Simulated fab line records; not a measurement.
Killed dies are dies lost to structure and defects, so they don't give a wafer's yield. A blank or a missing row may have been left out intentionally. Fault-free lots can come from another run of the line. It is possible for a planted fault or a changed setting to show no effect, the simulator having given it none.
fab line records	flow n5Finfet
record lots=24	wafers=72	lastDay=19
route steps=1938 shown BEOL_M1@816 BEOL_M2@880
lots that met no fault: taken from a fault-free run of the same line
startH: hours from the record's first day to the start of the lot's first wafer shown	waitH: hours since the lot's step before	" as in the row above	L1.1+2: one row covering several wafers at once	- either no value or no given start	* or withheld: withheld	< > ~ a bound
route shown NAME@n: names a module that has steps shown in the file, with the first one's number in the route	usual: mean/standard deviation taken from wafers without a fault	same: alike in all rows	chamber/n: place in a boat	sites: the reading at each site	_std_site: the values' standard deviation	_edge_site: inner sites' mean taken away from outer sites' mean	radiusMm: for every site, how far away it sits from the centre of the wafer	mask NAME#n: copy n	behind: the tool/chamber that last shaped the wafer	hold: why the lot was held/for how many hours/how that ended	device: names the non-switching transistor (n, p or np)	end of line: the tests these same wafers got at the end of their route	a step given without rows: its recipe and nothing more	killed: dies that structure and defects cost at the first sort, which is not the same as the wafer's yield	map: a wafer's dies, marking killed ones x, the rest . and places with no die _
set.NAME: setting as actually run; set.NAME@STEP: the setting as run at that earlier step	model.NAME: the simulator's own value behind a step, which no gauge read
the route's steps for a sample of lots (tables are steps, rows are wafers)
services: the hour from which a tool's chamber was out of use, counted from the record's first day as startH (under 0 if before that day), plus the number of hours and why
## steps
# step N5_BEOL_M1_SPUTTER_79
# recipe material=Cu	targetThkA=45	tempC=-20	chamberPressurePa=0.07	powerW=withheld	timeS=8.29
# usual throttleValvePct=30.1/1.4
lot.wafer	tool	chamber	startH	waitH	throttleValvePct
L074.1	pvdSputter-02	-	144.10	0.1	30.1
L074.3	"	-	"	"	30.8
L074.5	"	-	"	"	31.3
L075.1	pvdSputter-02	-	148.94	0.1	28.2
L075.3	"	-	"	"	31.0
L075.6	"	-	"	"	30.3
L076.2	pvdSputter-01	-	149.20	0.1	31.1
L076.3	"	-	"	"	33.5
L076.5	"	-	"	"	29.5
L077.2	pvdSputter-02	-	151.61	0.1	28.4
L077.4	"	-	"	"	30.1
L077.6	"	-	"	"	30.9
L078.1	pvdSputter-03	-	159.99	0.1	29.9
L078.4	"	-	"	"	28.3
L078.6	"	-	"	"	29.9
L079.1	pvdSputter-02	-	163.31	0.1	28.3
L079.2	"	-	"	"	31.0
L079.4	"	-	"	"	30.3
L080.1	pvdSputter-01	-	174.95	0.1	33.5
L080.3	"	-	"	"	29.4
L080.4	"	-	"	"	31.4
L081.2	pvdSputter-02	-	178.99	0.1	30.2
L081.4	"	-	"	"	30.5
L081.6	"	-	"	"	29.9
L082.1	pvdSputter-02	-	189.08	0.1	28.0
L082.4	"	-	"	"	30.0
L082.6	"	-	"	"	29.9
L083.1	pvdSputter-02	-	192.28	0.1	29.9
L083.2	"	-	"	"	30.9
L083.5	"	-	"	"	31.0
L084.2	pvdSputter-01	-	194.75	0.1	31.2
L084.4	"	-	"	"	33.2
L084.5	"	-	"	"	31.1
L085.2	pvdSputter-03	-	198.43	0.1	30.8
L085.4	"	-	"	"	29.9
L085.6	"	-	"	"	28.4
L087.3	pvdSputter-01	-	206.49	0.1	33.5
L087.4	"	-	"	"	31.2
L087.5	"	-	"	"	29.1
L086.2	pvdSputter-03	-	208.21	0.1	28.0
L086.4	"	-	"	"	30.7
L086.5	"	-	"	"	30.6
L088.1	pvdSputter-01	-	210.33	0.1	29.5
L088.2	"	-	"	"	31.2
L088.5	"	-	"	"	31.3
L089.1	pvdSputter-02	-	211.45	0.1	30.8
L089.2	"	-	"	"	28.4
L089.4	"	-	"	"	30.1
L090.1	pvdSputter-02	-	223.43	0.1	30.9
L090.4	"	-	"	"	28.0
L090.6	"	-	"	"	30.1
L091.1	pvdSputter-02	-	230.98	0.1	28.0
L091.2	"	-	"	"	29.9
L091.4	"	-	"	"	30.9
L092.2	pvdSputter-01	-	233.77	0.1	33.3
L092.3	"	-	"	"	31.2
L092.5	"	-	"	"	33.3
L093.2	pvdSputter-01	-	252.55	0.1	29.5
L093.4	"	-	"	"	33.2
L093.6	"	-	"	"	30.7
L094.3	pvdSputter-02	-	258.85	0.1	30.9
L094.4	"	-	"	"	30.2
L094.5	"	-	"	"	31.0
L095.1	pvdSputter-02	-	261.13	0.1	31.1
L095.3	"	-	"	"	29.9
L095.4	"	-	"	"	30.0
L096.1	pvdSputter-03	-	264.01	0.1	28.2
L096.3	"	-	"	"	30.4
L096.4	"	-	"	"	28.3
L097.1	pvdSputter-03	-	270.40	0.1	28.1
L097.3	"	-	"	"	30.5
L097.6	"	-	"	"	28.4
# step N5_BEOL_M1_ANNEAL_82
# recipe tempC=400	timeS=240	ambient=vacuum
# usual heaterPowerW=782/88
lot.wafer	tool	chamber	startH	waitH	heaterPowerW
L074.1	pvdSputter-02	-	144.40	0.0	867
L074.3	"	-	"	"	647
L074.5	"	-	"	"	651
L075.1	pvdSputter-02	-	149.24	0.0	806
L075.3	"	-	"	"	655
L075.6	"	-	"	"	752
L076.2	pvdSputter-01	-	149.50	0.0	641
L076.3	"	-	"	"	910
L076.5	"	-	"	"	937
L077.2	pvdSputter-02	-	151.91	0.0	781
L077.4	"	-	"	"	879
L077.6	"	-	"	"	628
L078.1	pvdSputter-03	-	160.29	0.0	767
L078.4	"	-	"	"	838
L078.6	"	-	"	"	765
L079.1	pvdSputter-02	-	163.61	0.0	762
L079.2	"	-	"	"	665
L079.4	"	-	"	"	769
L080.1	pvdSputter-01	-	175.25	0.0	903
L080.3	"	-	"	"	968
L080.4	"	-	"	"	663
L081.2	pvdSputter-02	-	179.29	0.0	749
L081.4	"	-	"	"	861
L081.6	"	-	"	"	735
L082.1	pvdSputter-02	-	189.38	0.0	768
L082.4	"	-	"	"	859
L082.6	"	-	"	"	860
L083.1	pvdSputter-02	-	192.58	0.0	877
L083.2	"	-	"	"	656
L083.5	"	-	"	"	648
L084.2	pvdSputter-01	-	195.05	0.0	668
L084.4	"	-	"	"	881
L084.5	"	-	"	"	666
L085.2	pvdSputter-03	-	198.73	0.0	748
L085.4	"	-	"	"	763
L085.6	"	-	"	"	811
L087.3	pvdSputter-01	-	206.79	0.0	872
L087.4	"	-	"	"	671
L087.5	"	-	"	"	971
L086.2	pvdSputter-03	-	208.51	0.0	856
L086.4	"	-	"	"	742
L086.5	"	-	"	"	760
L088.1	pvdSputter-01	-	210.63	0.0	968
L088.2	"	-	"	"	669
L088.5	"	-	"	"	660
L089.1	pvdSputter-02	-	211.75	0.0	643
L089.2	"	-	"	"	794
L089.4	"	-	"	"	750
L090.1	pvdSputter-02	-	223.73	0.0	658
L090.4	"	-	"	"	773
L090.6	"	-	"	"	886
L091.1	pvdSputter-02	-	231.28	0.0	789
L091.2	"	-	"	"	868
L091.4	"	-	"	"	662
L092.2	pvdSputter-01	-	234.07	0.0	882
L092.3	"	-	"	"	674
L092.5	"	-	"	"	892
L093.2	pvdSputter-01	-	252.85	0.0	940
L093.4	"	-	"	"	910
L093.6	"	-	"	"	732
L094.3	pvdSputter-02	-	259.15	0.0	667
L094.4	"	-	"	"	746
L094.5	"	-	"	"	662
L095.1	pvdSputter-02	-	261.43	0.0	661
L095.3	"	-	"	"	859
L095.4	"	-	"	"	755
L096.1	pvdSputter-03	-	264.31	0.0	840
L096.3	"	-	"	"	746
L096.4	"	-	"	"	834
L097.1	pvdSputter-03	-	270.70	0.0	838
L097.3	"	-	"	"	757
L097.6	"	-	"	"	824
# step N5_BEOL_M1_ANNEAL_51
# recipe tempC=225	timeS=90	ambient=N2
# usual wafer_temp_C_max=225.94/0.28
lot.wafer	tool	chamber	startH	waitH	wafer_temp_C_max
L074.1	rtpAnneal-01	0	145.84	0.1	225.82
L074.3	"	0	"	"	225.55
L074.5	"	0	"	"	225.55
L075.1	rtpAnneal-01	0	150.68	0.1	225.38
L075.3	"	0	"	"	225.64
L075.6	"	0	"	"	225.49
L076.2	rtpAnneal-02	0	150.98	0.1	226.22
L076.3	"	0	"	"	226.10
L076.5	"	0	"	"	226.01
L077.2	rtpAnneal-02	0	153.39	0.1	226.01
L077.4	"	0	"	"	226.04
L077.6	"	0	"	"	226.00
L078.1	rtpAnneal-02	0	161.73	0.1	226.01
L078.4	"	0	"	"	226.16
L078.6	"	0	"	"	225.97
L079.1	rtpAnneal-01	0	165.05	0.1	225.21
L079.2	"	0	"	"	225.23
L079.4	"	0	"	"	225.79
L080.1	rtpAnneal-02	0	176.69	0.1	225.84
L080.3	"	0	"	"	225.97
L080.4	"	0	"	"	226.08
L081.2	rtpAnneal-02	0	180.77	0.1	226.31
L081.4	"	0	"	"	226.45
L081.6	"	0	"	"	226.01
L082.1	rtpAnneal-02	0	190.82	0.1	226.23
L082.4	"	0	"	"	225.86
L082.6	"	0	"	"	225.86
L083.1	rtpAnneal-02	0	194.04	0.1	226.30
L083.2	"	0	"	"	226.22
L083.5	"	0	"	"	225.95
L084.2	rtpAnneal-02	0	196.54	0.1	225.90
L084.4	"	0	"	"	226.12
L084.5	"	0	"	"	226.19
L085.2	rtpAnneal-02	0	200.21	0.1	225.96
L085.4	"	0	"	"	226.42
L085.6	"	0	"	"	226.04
L087.3	rtpAnneal-02	0	208.32	0.1	226.02
L087.4	"	0	"	"	225.96
L087.5	"	0	"	"	225.90
L086.2	rtpAnneal-01	0	210.00	0.1	225.47
L086.4	"	0	"	"	225.65
L086.5	"	0	"	"	225.69
L089.1	rtpAnneal-02	0	213.18	0.1	226.05
L089.2	"	0	"	"	225.78
L089.4	"	0	"	"	226.12
L088.1	rtpAnneal-02	0	214.34	0.4	226.13
L088.2	"	0	"	"	225.98
L088.5	"	0	"	"	226.17
L090.1	rtpAnneal-02	0	225.31	0.2	226.07
L090.4	"	0	"	"	226.20
L090.6	"	0	"	"	225.96
L091.1	rtpAnneal-02	0	232.78	0.1	226.15
L091.2	"	0	"	"	226.31
L091.4	"	0	"	"	226.23
L092.2	rtpAnneal-02	0	235.55	0.1	226.04
L092.3	"	0	"	"	226.16
L092.5	"	0	"	"	225.92
L093.2	rtpAnneal-02	0	254.33	0.1	226.05
L093.4	"	0	"	"	226.18
L093.6	"	0	"	"	226.06
L094.3	rtpAnneal-01	0	260.67	0.1	225.83
L094.4	"	0	"	"	225.87
L094.5	"	0	"	"	225.75
L095.1	rtpAnneal-01	0	262.94	0.1	225.58
L095.3	"	0	"	"	225.68
L095.4	"	0	"	"	225.81
L096.1	rtpAnneal-01	0	265.75	0.1	226.06
L096.3	"	0	"	"	225.50
L096.4	"	0	"	"	225.33
L097.1	rtpAnneal-02	0	272.14	0.1	225.77
L097.3	"	0	"	"	226.24
L097.6	"	0	"	"	225.93
# step N5_BEOL_M1_THK_MEAS_53
# recipe thkMeasGauge=xrf	reads=Cu_of_BEOL_M1_ECD_50
# usual M1_THK=40.1/1.6
lot.wafer	tool	chamber	startH	waitH	M1_THK[nm]
L074.1	filmMetro-01	-	146.43	-	40.1
L074.3	"	-	"	"	37.9
L074.5	"	-	"	"	40.5
L075.1	filmMetro-02	-	151.27	-	38.0
L075.3	"	-	"	"	39.8
L075.6	"	-	"	"	40.3
L076.2	filmMetro-02	-	151.53	-	39.8
L076.3	"	-	"	"	38.6
L076.5	"	-	"	"	37.9
L077.2	filmMetro-02	-	153.94	-	41.3
L077.4	"	-	"	"	44.0
L077.6	"	-	"	"	40.8
L078.1	filmMetro-01	-	162.50	-	38.7
L078.4	"	-	"	"	40.3
L078.6	"	-	"	"	40.9
L079.1	filmMetro-02	-	165.64	-	38.6
L079.2	"	-	"	"	40.4
L079.4	"	-	"	"	41.6
L080.1	filmMetro-01	-	177.28	-	41.3
L080.3	"	-	"	"	38.0
L080.4	"	-	"	"	36.3
L081.2	filmMetro-01	-	181.32	-	39.6
L081.4	"	-	"	"	41.3
L081.6	"	-	"	"	41.7
L082.1	filmMetro-01	-	191.41	-	39.8
L082.4	"	-	"	"	38.7
L082.6	"	-	"	"	42.0
L083.1	filmMetro-01	-	194.64	-	41.2
L083.2	"	-	"	"	41.3
L083.5	"	-	"	"	43.0
L084.2	filmMetro-02	-	197.09	-	36.7
L084.4	"	-	"	"	40.6
L084.5	"	-	"	"	40.8
L085.2	filmMetro-01	-	200.76	-	40.4
L085.4	"	-	"	"	40.6
L085.6	"	-	"	"	42.5
L087.3	filmMetro-01	-	208.83	-	36.2
L087.4	"	-	"	"	39.9
L087.5	"	-	"	"	39.6
L086.2	filmMetro-01	-	210.54	-	38.2
L086.4	"	-	"	"	39.9
L086.5	"	-	"	"	39.9
L089.1	filmMetro-02	-	213.77	-	38.3
L089.2	"	-	"	"	39.2
L089.4	"	-	"	"	40.5
L088.1	filmMetro-01	-	214.93	-	40.1
L088.2	"	-	"	"	37.6
L088.5	"	-	"	"	40.5
L090.1	filmMetro-02	-	225.91	-	39.2
L090.4	"	-	"	"	40.5
L090.6	"	-	"	"	39.6
L091.1	filmMetro-02	-	233.39	-	39.9
L091.2	"	-	"	"	39.7
L091.4	"	-	"	"	41.3
L092.2	filmMetro-02	-	236.09	-	39.0
L092.3	"	-	"	"	39.9
L092.5	"	-	"	"	42.8
L093.2	filmMetro-02	-	254.87	-	38.5
L093.4	"	-	"	"	42.2
L093.6	"	-	"	"	40.0
L094.3	filmMetro-02	-	261.18	-	37.7
L094.4	"	-	"	"	39.0
L094.5	"	-	"	"	38.7
L095.1	filmMetro-01	-	263.53	-	38.3
L095.3	"	-	"	"	40.6
L095.4	"	-	"	"	39.4
L096.1	filmMetro-02	-	266.34	-	40.6
L096.3	"	-	"	"	40.6
L096.4	"	-	"	"	41.5
L097.1	filmMetro-01	-	272.73	-	40.2
L097.3	"	-	"	"	39.8
L097.6	"	-	"	"	42.7
# step N5_BEOL_M1_INSPECT_59
# recipe inspectInstrument=darkfield	mode=postDep
# usual rawDefectCount=68/23
lot.wafer	tool	chamber	startH	waitH	rawDefectCount
L074.1	defectInspect-01	-	146.72	0.0	46
L074.3	"	-	"	"	108
L074.5	"	-	"	"	65
L075.1	defectInspect-01	-	151.61	0.0	32
L075.3	"	-	"	"	36
L075.6	"	-	"	"	47
L076.2	defectInspect-01	-	151.82	0.0	92
L076.3	"	-	"	"	80
L076.5	"	-	"	"	111
L077.2	defectInspect-01	-	154.22	0.0	86
L077.4	"	-	"	"	84
L077.6	"	-	"	"	144
L078.1	defectInspect-02	-	162.96	0.0	49
L078.4	"	-	"	"	77
L078.6	"	-	"	"	75
L079.1	defectInspect-02	-	165.98	0.0	60
L079.2	"	-	"	"	79
L079.4	"	-	"	"	50
L080.1	defectInspect-02	-	177.84	0.0	84
L080.3	"	-	"	"	63
L080.4	"	-	"	"	53
L081.2	defectInspect-01	-	181.66	0.0	55
L081.4	"	-	"	"	97
L081.6	"	-	"	"	70
L082.1	defectInspect-01	-	191.77	0.0	78
L082.4	"	-	"	"	85
L082.6	"	-	"	"	101
L083.1	defectInspect-01	-	194.93	0.0	60
L083.2	"	-	"	"	57
L083.5	"	-	"	"	72
L084.2	defectInspect-02	-	197.39	0.0	62
L084.4	"	-	"	"	106
L084.5	"	-	"	"	60
L085.2	defectInspect-02	-	201.08	0.0	35
L085.4	"	-	"	"	52
L085.6	"	-	"	"	46
L087.3	defectInspect-01	-	209.14	0.0	45
L087.4	"	-	"	"	61
L087.5	"	-	"	"	59
L086.2	defectInspect-02	-	210.91	0.0	81
L086.4	"	-	"	"	60
L086.5	"	-	"	"	62
L089.1	defectInspect-02	-	214.06	0.0	77
L089.2	"	-	"	"	111
L089.4	"	-	"	"	61
L088.1	defectInspect-02	-	215.25	0.0	57
L088.2	"	-	"	"	73
L088.5	"	-	"	"	71
L090.1	defectInspect-01	-	226.23	0.0	74
L090.4	"	-	"	"	72
L090.6	"	-	"	"	103
L091.1	defectInspect-01	-	233.71	0.0	51
L091.2	"	-	"	"	102
L091.4	"	-	"	"	40
L092.2	defectInspect-01	-	236.38	0.0	59
L092.3	"	-	"	"	57
L092.5	"	-	"	"	42
L093.2	defectInspect-01	-	255.16	0.0	107
L093.4	"	-	"	"	121
L093.6	"	-	"	"	82
L094.3	defectInspect-02	-	261.46	0.0	65
L094.4	"	-	"	"	52
L094.5	"	-	"	"	91
L095.1	defectInspect-01	-	263.86	0.0	71
L095.3	"	-	"	"	58
L095.4	"	-	"	"	51
L096.1	defectInspect-01	-	266.62	0.0	58
L096.3	"	-	"	"	38
L096.4	"	-	"	"	71
L097.1	defectInspect-01	-	273.01	0.0	65
L097.3	"	-	"	"	111
L097.6	"	-	"	"	92
# step N5_BEOL_M2_ETCH_77
# recipe chemistry=N2/H2	target=underlayer	targetDepthA=65	maskMaterial=CAR-EUV	timeS=5.2	ionEnergyEv=200	pressureMtorr=30	sourceW=840	biasW=150	n2FlowSccm=200	h2FlowSccm=200	ends=cleared
# usual biasW=150.0/0.45	drypumpMotorCurrentA=5.7/0.35	etchRfOnTimeS=5.16/0.14	n2FlowSccm=200.1/0.56	oesProductAu=0.71/0.065	rfVppV=524/3.5	showerheadPlenumPTorr=2.55/0.11	throttleValvePct=17.86/0.25
lot.wafer	tool	chamber	startH	waitH	biasW	drypumpMotorCurrentA	etchRfOnTimeS	n2FlowSccm	oesProductAu	rfHoursCounterH	rfVppV	showerheadPlenumPTorr	throttleValvePct
L074.1	rieDiel-05	2	149.27	0.0	149.8	5.6	5.32	201.5	0.74	43	528	2.68	17.61
L074.3	"	0	"	"	150.1	5.6	5.32	201.0	0.67	107	520	2.37	18.25
L074.5	"	0	"	"	150.4	5.5	5.28	200.2	0.67	-	518	2.37	18.23
L075.1	rieDiel-03	1	155.63	0.0	150.7	5.5	5.00	199.9	0.78	41	526	2.72	17.98
L075.3	"	2	"	"	150.4	5.6	5.35	199.3	0.57	223	521	2.42	18.18
L075.6	"	1	"	"	150.2	5.5	5.02	199.7	0.76	-	527	2.72	18.01
L076.2	rieDiel-05	1	155.86	0.0	149.8	5.6	5.29	200.0	0.82	1	522	2.51	17.77
L076.3	"	3	"	"	149.4	5.5	4.99	200.0	0.60	231	527	2.62	18.07
L076.5	"	3	"	"	149.1	5.5	4.98	201.3	0.61	-	525	2.62	18.06
L077.2	rieDiel-05	0	156.83	0.0	149.9	5.5	5.28	200.2	0.68	110	518	2.37	18.25
L077.4	"	1	"	"	149.0	5.6	5.30	200.2	0.82	2	521	2.51	17.75
L077.6	"	3	"	"	150.1	5.5	5.06	199.8	0.60	-	525	2.63	18.09
L078.1	rieDiel-05	3	167.33	0.0	149.7	5.5	5.03	199.8	0.60	235	526	2.62	18.08
L078.4	"	1	"	"	149.0	5.6	5.31	201.0	0.80	5	523	2.50	17.75
L078.6	"	3	"	"	149.8	5.5	5.04	200.5	0.60	-	527	2.62	18.09
L079.1	rieDiel-03	1	168.17	0.0	150.3	5.5	5.06	200.3	0.76	47	526	2.72	17.97
L079.2	"	3	"	"	150.2	6.4	5.08	200.1	0.62	184	525	2.51	17.54
L079.4	"	3	"	"	150.3	6.4	5.14	199.6	0.61	-	524	2.51	17.53
L080.1	rieDiel-01	2	180.03	0.0	149.0	5.1	5.07	199.2	0.80	15	523	2.48	17.34
L080.3	"	1	"	"	150.6	5.9	5.05	199.4	0.75	58	520	2.50	17.88
L080.4	"	0	"	"	150.3	5.6	5.28	200.6	0.75	23	523	2.50	17.79
L081.2	rieDiel-05	3	184.04	0.0	149.9	5.5	5.07	200.1	0.59	240	527	2.62	18.09
L081.4	"	2	"	"	149.9	5.6	5.24	200.2	0.72	54	529	2.67	17.65
L081.6	"	3	"	"	150.0	5.5	5.06	199.9	0.60	-	524	2.62	18.12
L082.1	rieDiel-05	3	194.52	0.0	150.2	5.5	5.13	200.2	0.59	244	527	2.62	18.12
L082.4	"	3	"	"	149.9	5.5	5.10	200.0	0.60	-	527	2.62	18.11
L082.6	"	2	"	"	150.1	5.7	5.29	200.3	0.71	-	527	2.67	17.63
L083.1	rieDiel-05	1	198.80	0.0	150.2	5.5	5.29	198.9	0.77	18	523	2.50	17.77
L083.2	"	2	"	"	150.3	5.6	5.21	199.8	0.72	61	528	2.67	17.65
L083.5	"	1	"	"	149.6	5.6	5.24	199.6	0.78	-	524	2.50	17.76
L084.2	rieDiel-05	3	201.75	0.0	149.8	5.5	5.01	199.7	0.58	248	526	2.62	18.14
L084.4	"	0	"	"	150.0	5.5	5.23	200.8	0.66	121	518	2.36	18.26
L084.5	"	0	"	"	149.8	5.6	5.22	200.5	0.67	-	519	2.36	18.28
L085.2	rieDiel-01	3	203.40	0.0	150.0	6.5	4.95	201.1	0.76	40	529	2.69	17.89
L085.4	"	3	"	"	150.3	6.5	4.97	200.7	0.76	-	529	2.69	17.89
L085.6	"	1	"	"	149.8	5.8	5.00	200.9	0.75	-	523	2.49	17.87
L087.3	rieDiel-05	2	211.79	0.0	150.3	5.7	5.26	200.3	0.72	66	529	2.66	17.68
L087.4	"	1	"	"	150.4	5.6	5.22	199.4	0.77	-	521	2.50	17.81
L087.5	"	0	"	"	149.2	5.5	5.33	200.4	0.65	-	520	2.36	18.26
L086.2	rieDiel-05	2	214.44	0.0	149.5	5.6	5.26	200.8	0.71	68	529	2.66	17.66
L086.4	"	1	"	"	150.1	5.5	5.30	200.9	0.76	-	522	2.50	17.79
L086.5	"	0	"	"	150.0	5.5	5.25	200.5	0.66	-	520	2.36	18.28
L089.1	rieDiel-01	1	215.83	0.0	150.4	5.8	5.01	200.6	0.75	72	522	2.49	17.91
L089.2	"	3	"	"	150.5	6.5	4.95	200.4	0.75	46	531	2.69	17.91
L089.4	"	0	"	"	151.3	5.7	5.38	200.1	0.73	36	520	2.49	17.82
L088.1	rieDiel-03	3	218.51	0.0	149.9	6.4	5.11	200.8	0.61	203	521	2.50	17.57
L088.2	"	2	"	"	150.1	5.7	5.39	199.7	0.56	242	519	2.42	18.19
L088.5	"	0	"	"	149.9	5.6	5.11	200.5	0.80	-	528	2.71	17.55
L090.1	rieDiel-05	1	229.61	0.0	150.2	5.6	5.27	199.6	0.74	31	526	2.49	17.82
L090.4	"	2	"	"	150.1	5.6	5.26	199.8	0.70	-	528	2.66	17.72
L090.6	"	0	"	"	150.6	5.5	5.22	199.6	0.66	-	521	2.36	18.29
L091.1	rieDiel-01	3	237.14	0.0	149.5	6.5	4.95	199.8	0.74	52	527	2.68	17.90
L091.2	"	0	"	"	150.4	5.6	5.36	199.8	0.73	43	522	2.49	17.85
L091.4	"	1	"	"	150.2	5.8	5.00	199.9	0.74	78	521	2.49	17.93
L092.2	rieDiel-03	2	238.15	0.0	149.9	5.6	5.40	199.9	0.56	248	520	2.41	18.21
L092.3	"	1	"	"	150.2	5.5	5.04	199.5	0.74	72	528	2.71	18.06
L092.5	"	2	"	"	150.4	5.7	5.43	199.5	0.57	-	520	2.41	18.22
L093.2	rieDiel-01	2	260.35	0.0	150.0	5.1	5.10	200.1	0.76	34	523	2.47	17.37
L093.4	"	0	"	"	149.5	5.6	5.31	200.7	0.72	50	523	2.48	17.86
L093.6	"	3	"	"	149.8	6.5	4.99	199.7	0.75	-	527	2.68	17.93
L094.3	rieDiel-01	3	265.30	0.0	150.8	6.6	4.95	199.9	0.72	62	530	2.68	17.94
L094.4	"	0	"	"	149.9	5.6	5.31	199.0	0.71	52	523	2.48	17.85
L094.5	"	0	"	"	150.9	5.6	5.29	198.8	0.72	-	523	2.48	17.85
L095.1	rieDiel-03	1	274.05	0.0	150.1	5.5	5.09	199.8	0.71	82	527	2.70	18.05
L095.3	"	3	"	"	150.7	6.5	5.06	200.8	0.60	218	521	2.49	17.58
L095.4	"	2	"	"	149.6	5.7	5.44	199.3	0.81	2	528	2.73	17.78
L096.1	rieDiel-01	3	274.82	0.0	150.0	6.4	4.95	200.0	0.73	67	526	2.68	17.96
L096.3	"	1	"	"	150.3	5.8	4.97	200.4	0.73	93	523	2.48	17.92
L096.4	"	2	"	"	150.5	5.1	5.07	199.8	0.76	42	523	2.46	17.38
L097.1	rieDiel-01	1	278.73	0.0	150.0	5.8	5.04	199.3	0.73	95	522	2.48	17.94
L097.3	"	0	"	"	149.4	5.6	5.38	199.5	0.70	58	521	2.48	17.87
L097.6	"	1	"	"	149.9	5.8	5.00	200.1	0.74	-	522	2.48	17.94
## services
tool	chamber	startH	hours	kind
rieDiel-01	2	121.01	-	clean
rieDiel-01	2	121.01	-	consumableReplace:focusRing
rieDiel-01	2	121.01	16.8	scheduledDown
rieDiel-01	2	121.01	16.8	ventCycle
rieDiel-05	1	129.37	-	clean
rieDiel-05	1	129.37	-	consumableReplace:focusRing
rieDiel-05	1	129.37	22.9	scheduledDown
rieDiel-05	1	129.37	22.9	ventCycle
rieDiel-03	0	138.30	-	clean
rieDiel-03	0	138.30	-	consumableReplace:focusRing
rieDiel-03	0	138.30	-	consumableReplace:showerhead
rieDiel-03	0	138.30	41.9	scheduledDown
rieDiel-03	0	138.30	41.9	ventCycle
rieDiel-03	2	165.53	5.8	repair
rieDiel-05	0	191.10	10.4	repair
rieDiel-01	2	193.46	18.9	repair
rieDiel-03	2	206.92	7.6	repair
rieDiel-05	3	208.59	-	clean
rieDiel-05	3	208.59	-	consumableReplace:focusRing
rieDiel-05	3	208.59	21.5	scheduledDown
rieDiel-05	3	208.59	21.5	ventCycle
rieDiel-03	2	243.45	-	clean
rieDiel-03	-	255.51	15.6	pm
rieDiel-05	-	266.94	15.6	pm
## key
fault none
